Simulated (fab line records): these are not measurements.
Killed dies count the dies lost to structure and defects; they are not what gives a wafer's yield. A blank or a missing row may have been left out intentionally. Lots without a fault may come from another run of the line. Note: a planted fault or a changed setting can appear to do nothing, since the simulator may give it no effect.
What tool caused it? | flow nand-harc | 24 lots with 72 wafers sampled at 6 steps, on a route of 1159 steps

## WHAT THE GAUGES SHOWED, per wafer
The record lacks any reading of a measuring or inspecting step that a usual standard deviation could be used to judge.

## WHICH TOOL RAN EACH LOT (tool, then ch and the chambers of the sampled wafers, then the start)
lot  | NHARC_A_STAIRCASE_DEP_301       | NHARC_A_STAIRCASE_STRIP_476        | NHARC_A_STAIRCASE_DEP_322       | NHARC_A_STAIRCASE_DESCUM_443       | NHARC_A_STAIRCASE_ETCHBACK_422     | NHARC_A_STAIRCASE_DEP_471
L074 | pecvd-03 ch 0,1,2, day 11 07:43 | rie-diel-06 ch 1,3, day 11 13:57   | pecvd-03 ch 0,1, day 12 06:37   | rie-diel-07 ch 1,3, day 12 22:06   | rie-diel-06 ch 0,2,3, day 13 01:59 | pecvd-04 ch 0,1, day 13 02:38
L075 | pecvd-02 ch 0,1,2, day 12 03:04 | rie-diel-06 ch 1,2,3, day 12 08:10 | pecvd-04 ch 0,1,2, day 13 05:57 | rie-diel-13 ch 1,3, day 14 01:23   | rie-diel-06 ch 2,3, day 14 05:20   | pecvd-04 ch 0,1, day 14 05:58
L076 | pecvd-03 ch 0,2, day 12 07:20   | rie-diel-07 ch 1,2,3, day 12 12:26 | pecvd-04 ch 0,1,2, day 13 10:08 | rie-diel-06 ch 2,3, day 14 01:14   | rie-diel-13 ch 0,1,3, day 14 04:57 | pecvd-03 ch 0,2, day 14 05:36
L079 | pecvd-02 ch 0,1,2, day 12 15:38 | rie-diel-06 ch 0,1,2, day 12 21:12 | pecvd-03 ch 0,2, day 13 17:04   | rie-diel-06 ch 0,2,3, day 14 09:27 | rie-diel-13 ch 0,1, day 14 13:10   | pecvd-04 ch 1,2, day 14 14:20
L077 | pecvd-04 ch 0,1,2, day 12 16:14 | rie-diel-06 ch 0,1,3, day 12 22:48 | pecvd-04 ch 0,1,2, day 13 17:03 | rie-diel-13 ch 1,2, day 14 09:28   | rie-diel-07 ch 0,1,3, day 14 13:18 | pecvd-03 ch 0,1, day 14 14:20
L078 | pecvd-04 ch 0,2, day 12 20:16   | rie-diel-06 ch 0,1,2, day 13 01:25 | pecvd-02 ch 1,2, day 13 22:52   | rie-diel-13 ch 0,1, day 14 16:02   | rie-diel-13 ch 1,3, day 14 20:14   | pecvd-03 ch 0,1,2, day 14 21:10
L080 | pecvd-02 ch 0,2, day 13 10:28   | rie-diel-06 ch 0,2,3, day 13 15:27 | pecvd-03 ch 0,2, day 14 13:49   | rie-diel-07 ch 0,1,3, day 15 04:29 | rie-diel-06 ch 0,1,3, day 15 08:11 | pecvd-03 ch 0,2, day 15 09:01
L082 | pecvd-02 ch 0,1,2, day 13 13:32 | rie-diel-07 ch 0,2,3, day 13 18:22 | pecvd-04 ch 0,1,2, day 14 13:59 | rie-diel-06 ch 1,2,3, day 15 04:40 | rie-diel-13 ch 2,3, day 15 08:28   | pecvd-03 ch 0,1,2, day 15 09:14
L081 | pecvd-03 ch 1,2, day 13 20:20   | rie-diel-07 ch 0,1, day 14 02:52   | pecvd-03 ch 0,1, day 15 02:03   | rie-diel-06 ch 0,1,2, day 15 21:34 | rie-diel-07 ch 0,1,2, day 16 01:29 | pecvd-04 ch 0,1, day 16 02:09
L083 | pecvd-03 ch 0,1, day 14 03:25   | rie-diel-07 ch 0,1,3, day 14 08:29 | pecvd-04 ch 0,1,2, day 15 06:40 | rie-diel-13 ch 0,1, day 15 21:49   | rie-diel-13 ch 2,3, day 16 01:32   | pecvd-04 ch 0,1, day 16 02:22
L084 | pecvd-04 ch 0,2, day 14 03:47   | rie-diel-07 ch 0,2,3, day 14 09:53 | pecvd-03 ch 0,1,2, day 15 06:41 | rie-diel-07 ch 0,2, day 15 21:25   | rie-diel-06 ch 0,2,3, day 16 01:05 | pecvd-03 ch 1,2, day 16 01:43
L087 | pecvd-03 ch 0,1, day 14 14:53   | rie-diel-07 ch 1,2,3, day 14 19:52 | pecvd-02 ch 0,1,2, day 15 18:24 | rie-diel-13 ch 0,1,2, day 16 10:06 | rie-diel-06 ch 0,1,2, day 16 14:17 | pecvd-02 ch 0,1,2, day 16 14:56
L086 | pecvd-02 ch 0,2, day 14 18:25   | rie-diel-06 ch 0,3, day 14 23:44   | pecvd-03 ch 0,2, day 15 18:43   | rie-diel-06 ch 2,3, day 16 09:55   | rie-diel-07 ch 0,2,3, day 16 13:58 | pecvd-04 ch 0,1, day 16 14:36
L085 | pecvd-04 ch 0,1,2, day 14 22:52 | rie-diel-13 ch 0,1,3, day 15 03:55 | pecvd-03 ch 0,2, day 15 23:13   | rie-diel-13 ch 1,3, day 16 17:52   | rie-diel-13 ch 1,3, day 16 21:36   | pecvd-03 ch 1,2, day 16 22:13
L088 | pecvd-03 ch 0,1, day 15 11:11   | rie-diel-07 ch 2,3, day 15 16:31   | pecvd-04 ch 0,1,2, day 16 12:10 | rie-diel-06 ch 0,1, day 17 06:51   | rie-diel-06 ch 2,3, day 17 10:59   | pecvd-04 ch 0,1,2, day 17 11:47
L089 | pecvd-04 ch 0,1,2, day 15 13:14 | rie-diel-06 ch 0,2,3, day 15 18:13 | pecvd-02 ch 1,2, day 16 12:16   | rie-diel-13 ch 2,3, day 17 06:42   | rie-diel-06 ch 0,1,2, day 17 10:25 | pecvd-02 ch 0,1, day 17 11:04
L091 | pecvd-04 ch 0,1,2, day 15 14:53 | rie-diel-06 ch 2,3, day 15 19:57   | pecvd-03 ch 0,1, day 16 19:57   | rie-diel-06 ch 0,1,3, day 17 12:37 | rie-diel-07 ch 0,1,2, day 17 16:17 | pecvd-02 ch 0,1, day 17 16:58
L090 | pecvd-02 ch 0,2, day 15 20:42   | rie-diel-07 ch 0,1, day 16 03:52   | pecvd-02 ch 1,2, day 17 01:41   | rie-diel-07 ch 1,2, day 17 16:41   | rie-diel-07 ch 1,2, day 17 20:25   | pecvd-03 ch 0,1, day 17 21:07
L092 | pecvd-04 ch 0,1, day 16 00:23   | rie-diel-13 ch 0,2, day 16 07:49   | pecvd-03 ch 0,2, day 17 01:54   | rie-diel-13 ch 0,2,3, day 17 16:32 | rie-diel-13 ch 0,2,3, day 17 21:04 | pecvd-03 ch 0,1, day 17 21:46
L094 | pecvd-03 ch 0,1,2, day 16 19:35 | rie-diel-07 ch 0,3, day 17 00:51   | pecvd-04 ch 1,2, day 17 21:50   | rie-diel-07 ch 0,1,2, day 18 18:10 | rie-diel-13 ch 1,2,3, day 18 23:26 | pecvd-03 ch 1,2, day 19 00:04
L095 | pecvd-02 ch 0,1,2, day 16 23:28 | rie-diel-06 ch 0,2,3, day 17 04:32 | pecvd-03 ch 0,1,2, day 18 01:44 | rie-diel-13 ch 0,1, day 18 18:41   | rie-diel-13 ch 0,1,2, day 18 22:27 | pecvd-04 ch 0,1, day 18 23:06
L093 | pecvd-03 ch 0,1,2, day 16 23:31 | rie-diel-13 ch 1,2, day 17 05:39   | pecvd-02 ch 1,2, day 18 01:44   | rie-diel-07 ch 0,1,2, day 18 18:03 | rie-diel-07 ch 1,2, day 18 22:04   | pecvd-04 ch 0,1,2, day 18 22:43
L096 | pecvd-02 ch 0,2, day 17 04:19   | rie-diel-13 ch 0,2, day 17 09:18   | pecvd-02 ch 0,1,2, day 18 07:02 | rie-diel-07 ch 0,2, day 19 01:06   | rie-diel-06 ch 0,2,3, day 19 04:46 | pecvd-04 ch 0,1,2, day 19 05:26
L097 | pecvd-03 ch 0,1, day 17 13:20   | rie-diel-06 ch 0,1,2, day 17 18:22 | pecvd-04 ch 0,1, day 18 14:34   | rie-diel-06 ch 0,2,3, day 19 06:19 | rie-diel-13 ch 2,3, day 19 10:26   | pecvd-03 ch 1,2, day 19 11:08
- NHARC_A_STAIRCASE_DEP_301: deposits SiON, target thk 30 nm.
- NHARC_A_STAIRCASE_STRIP_476: strips in O2, time 20 s.
- NHARC_A_STAIRCASE_DEP_322: deposits SiO2, target thk 3800 nm.
- NHARC_A_STAIRCASE_DESCUM_443: chemistry O2, time 3 s.
- NHARC_A_STAIRCASE_ETCHBACK_422: etches the open film in CH3F/O2, target depth 40 nm, time 74.286 s.
- NHARC_A_STAIRCASE_DEP_471: deposits SiO2, target thk 100 nm.

## AS READ BY THE TOOLS THEMSELVES (means over the sampled wafers that have a number; for cases with no such wafer, the mark the record gives instead)
NHARC_A_STAIRCASE_DEP_301.
lot  | tool     | heater-power-w (W)
L074 | pecvd-03 | 733
L075 | pecvd-02 | 738
L076 | pecvd-03 | 671
L079 | pecvd-02 | 736
L077 | pecvd-04 | 745
L078 | pecvd-04 | 803
L080 | pecvd-02 | 643
L082 | pecvd-02 | 726
L081 | pecvd-03 | 562
L083 | pecvd-03 | 788
L084 | pecvd-04 | 728
L087 | pecvd-03 | 738
L086 | pecvd-02 | 709
L085 | pecvd-04 | 742
L088 | pecvd-03 | 787
L089 | pecvd-04 | 722
L091 | pecvd-04 | 774
L090 | pecvd-02 | 705
L092 | pecvd-04 | 659
L094 | pecvd-03 | 701
L095 | pecvd-02 | 714
L093 | pecvd-03 | 716
L096 | pecvd-02 | 656
L097 | pecvd-03 | 759

NHARC_A_STAIRCASE_STRIP_476.
lot  | tool        | drypump-motor-current-A (A) | oes-product-au (a.u.) | rf-vpp-V (V) | showerhead-plenum-p-Torr (Torr) | throttle-valve-pct (%)
L074 | rie-diel-06 | 5.4                         | 0.991                 | 57.8         | 3.53                            | 17.031
L075 | rie-diel-06 | 5.4                         | 1.000                 | 57.6         | 3.61                            | 17.041
L076 | rie-diel-07 | 6.0                         | 0.992                 | 58.2         | 3.66                            | 17.032
L079 | rie-diel-06 | 5.6                         | 0.991                 | 58.6         | 3.58                            | 17.033
L077 | rie-diel-06 | 5.4                         | 0.985                 | 57.4         | 3.57                            | 17.048
L078 | rie-diel-06 | 5.6                         | 0.996                 | 58.8         | 3.58                            | 17.035
L080 | rie-diel-06 | 5.3                         | 0.999                 | 58.3         | 3.66                            | 17.036
L082 | rie-diel-07 | 5.8                         | 0.994                 | 57.6         | 3.70                            | 17.039
L081 | rie-diel-07 | 5.7                         | 0.995                 | 58.5         | 3.61                            | 17.039
L083 | rie-diel-07 | 5.6                         | 0.987                 | 58.1         | 3.62                            | 17.032
L084 | rie-diel-07 | 5.8                         | 1.004                 | 57.6         | 3.69                            | 17.038
L087 | rie-diel-07 | 6.0                         | 0.995                 | 59.1         | 3.65                            | 17.030
L086 | rie-diel-06 | 5.1                         | 0.995                 | 58.1         | 3.64                            | 17.035
L085 | rie-diel-13 | 5.9                         | 0.990                 | 58.6         | 3.54                            | 17.034
L088 | rie-diel-07 | 6.0                         | 1.007                 | 58.3         | 3.65                            | 17.036
L089 | rie-diel-06 | 5.3                         | 1.002                 | 58.2         | 3.65                            | 17.033
L091 | rie-diel-06 | 5.0                         | 0.998                 | 57.8         | 3.68                            | 17.048
L090 | rie-diel-07 | 5.7                         | 0.993                 | 58.2         | 3.60                            | 17.032
L092 | rie-diel-13 | 5.5                         | 0.988                 | 57.9         | 3.57                            | 17.033
L094 | rie-diel-07 | 5.5                         | 1.005                 | 57.9         | 3.65                            | 17.030
L095 | rie-diel-06 | 5.3                         | 0.998                 | 58.0         | 3.64                            | 17.028
L093 | rie-diel-13 | 5.6                         | 0.993                 | 57.6         | 3.48                            | 17.039
L096 | rie-diel-13 | 5.7                         | 0.990                 | 58.2         | 3.67                            | 17.041
L097 | rie-diel-06 | 5.6                         | 0.995                 | 57.7         | 3.56                            | 17.032

NHARC_A_STAIRCASE_DEP_322.
lot  | tool     | heater-power-w (W)
L074 | pecvd-03 | 664
L075 | pecvd-04 | 650
L076 | pecvd-04 | 654
L079 | pecvd-03 | 537
L077 | pecvd-04 | 613
L078 | pecvd-02 | 609
L080 | pecvd-03 | 587
L082 | pecvd-04 | 619
L081 | pecvd-03 | 635
L083 | pecvd-04 | 649
L084 | pecvd-03 | 603
L087 | pecvd-02 | 615
L086 | pecvd-03 | 533
L085 | pecvd-03 | 549
L088 | pecvd-04 | 654
L089 | pecvd-02 | 582
L091 | pecvd-03 | 643
L090 | pecvd-02 | 649
L092 | pecvd-03 | 548
L094 | pecvd-04 | 671
L095 | pecvd-03 | 610
L093 | pecvd-02 | 617
L096 | pecvd-02 | 581
L097 | pecvd-04 | 563

NHARC_A_STAIRCASE_DESCUM_443.
lot  | tool        | drypump-motor-current-A (A) | oes-product-au (a.u.) | rf-vpp-V (V) | showerhead-plenum-p-Torr (Torr) | throttle-valve-pct (%)
L074 | rie-diel-07 | 5.8                         | 0.993                 | 57.6         | 1.94                            | 11.316
L075 | rie-diel-13 | 5.7                         | 0.988                 | 57.3         | 1.82                            | 11.304
L076 | rie-diel-06 | 5.3                         | 0.999                 | 57.5         | 2.01                            | 11.314
L079 | rie-diel-06 | 5.3                         | 1.004                 | 58.1         | 1.99                            | 11.309
L077 | rie-diel-13 | 5.6                         | 0.985                 | 57.9         | 1.89                            | 11.305
L078 | rie-diel-13 | 6.0                         | 0.981                 | 57.9         | 1.96                            | 11.319
L080 | rie-diel-07 | 5.6                         | 0.996                 | 57.8         | 1.96                            | 11.310
L082 | rie-diel-06 | 5.3                         | 0.994                 | 58.5         | 1.96                            | 11.304
L081 | rie-diel-06 | 5.6                         | 1.001                 | 58.1         | 1.94                            | 11.311
L083 | rie-diel-13 | 6.0                         | 0.979                 | 57.8         | 2.02                            | 11.309
L084 | rie-diel-07 | 5.6                         | 0.994                 | 58.7         | 2.03                            | 11.314
L087 | rie-diel-13 | 5.8                         | 0.982                 | 58.2         | 1.95                            | 11.307
L086 | rie-diel-06 | 5.3                         | 0.997                 | 57.1         | 2.00                            | 11.303
L085 | rie-diel-13 | 5.9                         | 0.981                 | 57.3         | 1.86                            | 11.308
L088 | rie-diel-06 | 5.7                         | 0.992                 | 57.3         | 1.88                            | 11.306
L089 | rie-diel-13 | 5.4                         | 0.999                 | 57.3         | 1.84                            | 11.320
L091 | rie-diel-06 | 5.3                         | 0.994                 | 57.8         | 1.93                            | 11.313
L090 | rie-diel-07 | 6.1                         | 0.998                 | 57.9         | 2.01                            | 11.315
L092 | rie-diel-13 | 5.6                         | 1.003                 | 57.8         | 1.90                            | 11.317
L094 | rie-diel-07 | 5.8                         | 0.999                 | 58.8         | 1.99                            | 11.319
L095 | rie-diel-13 | 6.0                         | 0.988                 | 57.0         | 1.95                            | 11.306
L093 | rie-diel-07 | 5.8                         | 0.993                 | 58.7         | 1.99                            | 11.310
L096 | rie-diel-07 | 5.6                         | 0.992                 | 58.3         | 2.02                            | 11.314
L097 | rie-diel-06 | 5.3                         | 0.987                 | 58.3         | 1.98                            | 11.319

NHARC_A_STAIRCASE_ETCHBACK_422.
lot  | tool        | drypump-motor-current-A (A) | oes-product-au (a.u.) | rf-vpp-V (V) | showerhead-plenum-p-Torr (Torr) | throttle-valve-pct (%)
L074 | rie-diel-06 | 5.3                         | 0.95                  | 246.7        | 2.55                            | 20.657
L075 | rie-diel-06 | 5.3                         | 0.93                  | 246.6        | 2.58                            | 20.666
L076 | rie-diel-13 | 5.8                         | 0.99                  | 244.0        | 2.47                            | 20.661
L079 | rie-diel-13 | 6.0                         | 0.98                  | 244.8        | 2.52                            | 20.662
L077 | rie-diel-07 | 5.7                         | 0.93                  | 245.8        | 2.52                            | 20.654
L078 | rie-diel-13 | 5.7                         | 0.99                  | 241.8        | 2.34                            | 20.667
L080 | rie-diel-06 | 5.4                         | 0.93                  | 244.3        | 2.48                            | 20.671
L082 | rie-diel-13 | 5.4                         | 0.92                  | 242.6        | 2.37                            | 20.660
L081 | rie-diel-07 | 5.8                         | 0.92                  | 245.3        | 2.56                            | 20.656
L083 | rie-diel-13 | 5.5                         | 0.93                  | 242.4        | 2.32                            | 20.668
L084 | rie-diel-06 | 5.3                         | 0.93                  | 245.5        | 2.54                            | 20.669
L087 | rie-diel-06 | 5.6                         | 0.92                  | 244.2        | 2.48                            | 20.664
L086 | rie-diel-07 | 5.8                         | 0.93                  | 247.1        | 2.57                            | 20.657
L085 | rie-diel-13 | 5.7                         | 0.99                  | 242.6        | 2.33                            | 20.668
L088 | rie-diel-06 | 5.0                         | 0.98                  | 245.0        | 2.56                            | 20.670
L089 | rie-diel-06 | 5.6                         | 0.92                  | 244.4        | 2.48                            | 20.658
L091 | rie-diel-07 | 5.8                         | 0.92                  | 245.9        | 2.56                            | 20.669
L090 | rie-diel-07 | 6.0                         | 0.99                  | 245.4        | 2.52                            | 20.665
L092 | rie-diel-13 | 5.6                         | 1.00                  | 243.6        | 2.44                            | 20.668
L094 | rie-diel-13 | 5.6                         | 0.92                  | 243.3        | 2.37                            | 20.669
L095 | rie-diel-13 | 5.8                         | 0.99                  | 245.1        | 2.49                            | 20.666
L093 | rie-diel-07 | 6.1                         | 1.00                  | 246.6        | 2.57                            | 20.668
L096 | rie-diel-06 | 5.3                         | 0.99                  | 246.0        | 2.53                            | 20.662
L097 | rie-diel-13 | 5.4                         | 0.93                  | 242.6        | 2.36                            | 20.662

NHARC_A_STAIRCASE_DEP_471.
lot  | tool     | heater-power-w (W) | throttle-valve-pct (%)
L074 | pecvd-04 | 463                | 15.9
L075 | pecvd-04 | 500                | 15.8
L076 | pecvd-03 | 462                | 16.2
L079 | pecvd-04 | 510                | 15.9
L077 | pecvd-03 | 591                | 16.1
L078 | pecvd-03 | 505                | 16.1
L080 | pecvd-03 | 447                | 16.5
L082 | pecvd-03 | 497                | 16.1
L081 | pecvd-04 | 498                | 15.8
L083 | pecvd-04 | 502                | 15.8
L084 | pecvd-03 | 530                | 16.1
L087 | pecvd-02 | 539                | 15.9
L086 | pecvd-04 | 494                | 15.8
L085 | pecvd-03 | 424                | 16.1
L088 | pecvd-04 | 595                | 15.6
L089 | pecvd-02 | 570                | 15.9
L091 | pecvd-02 | 521                | 15.9
L090 | pecvd-03 | 546                | 16.2
L092 | pecvd-03 | 580                | 16.1
L094 | pecvd-03 | 515                | 16.0
L095 | pecvd-04 | 453                | 16.1
L093 | pecvd-04 | 487                | 15.8
L096 | pecvd-04 | 536                | 15.7
L097 | pecvd-03 | 454                | 16.2

## THE ANSWER, worked out from the rows above alone
Rule: usual is defined by the lots themselves. The widest of any qualifying gaps counts: lots, ordered by their means at a reading, are off when they make up no more than a third of the lots, leave a main group of 4 or more, and stand apart from it by 3 or more times the standard deviation of that group's means. A main group is skipped when, at the precision printed for the reading in the tables above, its means are all equal. Also off: a lot with no number at a reading for which 4 or more lots have one. Where the step has rows for the other lots, those lots are counted as sound. First the gauges in route order, then the tools' own readings, where a lot's mean is used as printed above. At the first step where some lot is off, the reading lying furthest off is the one used; lots without a number count as furthest.
Across all readings shown, no lot is off: no conclusion can be drawn from this.

## WHAT THE SIMULATOR HAD INSERTED
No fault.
